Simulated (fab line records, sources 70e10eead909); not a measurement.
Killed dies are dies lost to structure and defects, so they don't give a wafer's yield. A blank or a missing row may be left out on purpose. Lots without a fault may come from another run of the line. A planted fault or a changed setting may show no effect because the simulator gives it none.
Which tool did it? | flow nand_harc | 14 lots, 42 wafers sampled, at 4 steps of a route of 1302

WHAT THE GAUGES READ, wafer by wafer
The record holds no reading of a measuring or inspecting step that can be judged against a usual standard deviation.

WHICH TOOL RAN EACH LOT (tool, then ch and the chambers of the sampled wafers, then the start)
lot  | NHARC_A_STAIRCASE_STRIP_446          | NHARC_A_STAIRCASE_CMP_450     | NHARC_A_STAIRCASE_CMP_152     | NHARC_A_SGD_CUT_EXPOSE_06
L205 | plasma_asher-02 ch 0,1, day 19 10:52 | cmp-02 ch 0,2,3, day 19 11:41 | cmp-02 ch 0,2,3, day 19 11:45 | arfi_scanner-01 ch 0, day 19 14:28
L207 | plasma_asher-01 ch 0,1, day 19 16:03 | cmp-03 ch 2,3, day 19 16:50   | cmp-03 ch 2,3, day 19 16:55   | arfi_scanner-02 ch 0, day 19 19:19
L208 | plasma_asher-02 ch 0,1, day 19 17:12 | cmp-03 ch 1,2,3, day 19 17:57 | cmp-03 ch 1,2,3, day 19 18:01 | arfi_scanner-03 ch 0, day 19 20:27
L209 | plasma_asher-02 ch 1, day 20 17:52   | cmp-02 ch 0,2,3, day 20 18:41 | cmp-02 ch 0,2,3, day 20 18:46 | arfi_scanner-01 ch 0, day 20 21:06
L210 | plasma_asher-01 ch 0,1, day 20 18:34 | cmp-01 ch 1,2,3, day 20 19:23 | cmp-01 ch 1,2,3, day 20 19:27 | arfi_scanner-03 ch 0, day 20 21:50
L212 | plasma_asher-02 ch 0,1, day 21 09:56 | cmp-02 ch 0,1, day 21 10:44   | cmp-02 ch 0,1, day 21 10:48   | arfi_scanner-01 ch 0, day 21 13:16
L214 | plasma_asher-01 ch 0,1, day 23 04:13 | cmp-01 ch 1,2,3, day 23 05:01 | cmp-01 ch 1,2,3, day 23 05:05 | arfi_scanner-02, day 23 07:26
L216 | plasma_asher-01 ch 0,1, day 23 06:54 | cmp-02 ch 1,2,3, day 23 07:38 | cmp-02 ch 1,2,3, day 23 07:43 | arfi_scanner-03, day 23 10:08
L220 | plasma_asher-01 ch 0,1, day 24 22:17 | cmp-02 ch 0,1,3, day 24 23:02 | cmp-02 ch 0,1,3, day 24 23:07 | arfi_scanner-02 ch 0, day 25 01:29
L224 | plasma_asher-02 ch 0,1, day 26 19:17 | cmp-03 ch 2,3, day 26 20:04   | cmp-03 ch 2,3, day 26 20:08   | arfi_scanner-03 ch 0, day 26 22:22
L223 | plasma_asher-01 ch 0,1, day 26 19:17 | cmp-02 ch 0,1,2, day 26 20:05 | cmp-02 ch 0,1,2, day 26 20:09 | arfi_scanner-02 ch 0, day 26 22:32
L226 | plasma_asher-02 ch 1, day 27 22:56   | cmp-02 ch 0,2,3, day 27 23:43 | cmp-02 ch 0,2,3, day 27 23:47 | arfi_scanner-03 ch 0, day 28 02:32
L227 | plasma_asher-02 ch 0,1, day 28 05:17 | cmp-02 ch 0,2,3, day 28 06:06 | cmp-02 ch 0,2,3, day 28 06:10 | arfi_scanner-01 ch 0, day 28 08:31
L228 | plasma_asher-02 ch 0,1, day 28 17:59 | cmp-01 ch 0,1,2, day 28 18:46 | cmp-01 ch 0,1,2, day 28 18:51 | arfi_scanner-03 ch 0, day 28 21:11
- NHARC_A_STAIRCASE_STRIP_446: strips in O2.
- NHARC_A_STAIRCASE_CMP_450: polishes SiO2, target thk 200 nm.
- NHARC_A_STAIRCASE_CMP_152: polishes.
- NHARC_A_SGD_CUT_EXPOSE_06: exposes mask SGD.

WHAT THE TOOLS THEMSELVES READ (means of the sampled wafers that have a number; where no wafer has one, the mark that the record gives instead)
NHARC_A_STAIRCASE_STRIP_446.
lot  | tool            | drypump_motor_current_A (A) | heater_power_w (W)
L205 | plasma_asher-02 | 6.1                         | 306
L207 | plasma_asher-01 | 5.2                         | 329
L208 | plasma_asher-02 | 6.1                         | 303
L209 | plasma_asher-02 | 6.2                         | 328
L210 | plasma_asher-01 | 5.2                         | 334
L212 | plasma_asher-02 | 6.0                         | 277
L214 | plasma_asher-01 | 5.5                         | 338
L216 | plasma_asher-01 | 5.1                         | 326
L220 | plasma_asher-01 | 5.5                         | 328
L224 | plasma_asher-02 | 6.1                         | 294
L223 | plasma_asher-01 | 5.5                         | 331
L226 | plasma_asher-02 | 6.2                         | 310
L227 | plasma_asher-02 | 6.0                         | 279
L228 | plasma_asher-02 | 6.0                         | 280

NHARC_A_STAIRCASE_CMP_450.
lot  | tool   | motor_current_A (A)
L205 | cmp-02 | 12.3
L207 | cmp-03 | 12.8
L208 | cmp-03 | 11.6
L209 | cmp-02 | 12.2
L210 | cmp-01 | 11.5
L212 | cmp-02 | 12.5
L214 | cmp-01 | 11.7
L216 | cmp-02 | 11.9
L220 | cmp-02 | 12.1
L224 | cmp-03 | 12.4
L223 | cmp-02 | 13.0
L226 | cmp-02 | 12.1
L227 | cmp-02 | 12.3
L228 | cmp-01 | 12.8

NHARC_A_STAIRCASE_CMP_152.
lot  | tool   | motor_current_A (A)
L205 | cmp-02 | 12.1
L207 | cmp-03 | 12.6
L208 | cmp-03 | 11.7
L209 | cmp-02 | 12.4
L210 | cmp-01 | 11.3
L212 | cmp-02 | 12.5
L214 | cmp-01 | 11.7
L216 | cmp-02 | 11.8
L220 | cmp-02 | 12.4
L224 | cmp-03 | 12.6
L223 | cmp-02 | 12.9
L226 | cmp-02 | 12.2
L227 | cmp-02 | 12.0
L228 | cmp-01 | 12.5

NHARC_A_SGD_CUT_EXPOSE_06.
lot  | tool            | exposure_dose_mJ_cm2 | focus_offset_nm (nm) | reticle_temp_C (C)
L205 | arfi_scanner-01 | 85.62                | -0.5                 | 22.89
L207 | arfi_scanner-02 | 85.52                | -0.7                 | 23.17
L208 | arfi_scanner-03 | 85.56                | -0.1                 | 22.99
L209 | arfi_scanner-01 | 85.68                | 1.0                  | 23.08
L210 | arfi_scanner-03 | 85.58                | 0.6                  | 23.01
L212 | arfi_scanner-01 | 85.68                | -0.2                 | 23.08
L214 | arfi_scanner-02 | -                    | -                    | -
L216 | arfi_scanner-03 | -                    | -                    | -
L220 | arfi_scanner-02 | 85.58                | -0.4                 | 23.06
L224 | arfi_scanner-03 | 85.53                | 0.6                  | 22.85
L223 | arfi_scanner-02 | 85.55                | 0.4                  | 22.92
L226 | arfi_scanner-03 | 85.62                | -0.8                 | 23.00
L227 | arfi_scanner-01 | 85.44                | -0.6                 | 23.06
L228 | arfi_scanner-03 | 85.64                | -1.0                 | 23.08

THE ANSWER, worked out from the rows above alone
Rule: what is usual is taken from the lots themselves. Put in order of their means at a reading, lots are off if they are a third of the lots or fewer, leave a main group of 4 or more, and stand apart from it by a gap of 3 or more times the standard deviation of the main group's means; of several such gaps the widest counts. A main group whose means are all the same, to the digits that the tables above print for the reading, isn't used. A lot without any number at a reading at which 4 lots or more have one is off too. The other lots that the step has rows for count as sound. The gauges are gone through in route order, then the tools' own readings, and for those a lot's mean is taken as printed above. The first step at which some lot is off is used, and at that step the reading that is off furthest; a lot without a number counts as furthest.
Off: L214, L216, at NHARC_A_SGD_CUT_EXPOSE_06 (exposure_dose_mJ_cm2). Without a number there: L214, L216. The main group: mean 85.58, standard deviation 0.067.
A tool fits if, at that step or a process step before it, it ran every lot that is off, and no sound lot after the first of them. None of those tried fits.

WHAT THE SIMULATOR HAD PUT IN
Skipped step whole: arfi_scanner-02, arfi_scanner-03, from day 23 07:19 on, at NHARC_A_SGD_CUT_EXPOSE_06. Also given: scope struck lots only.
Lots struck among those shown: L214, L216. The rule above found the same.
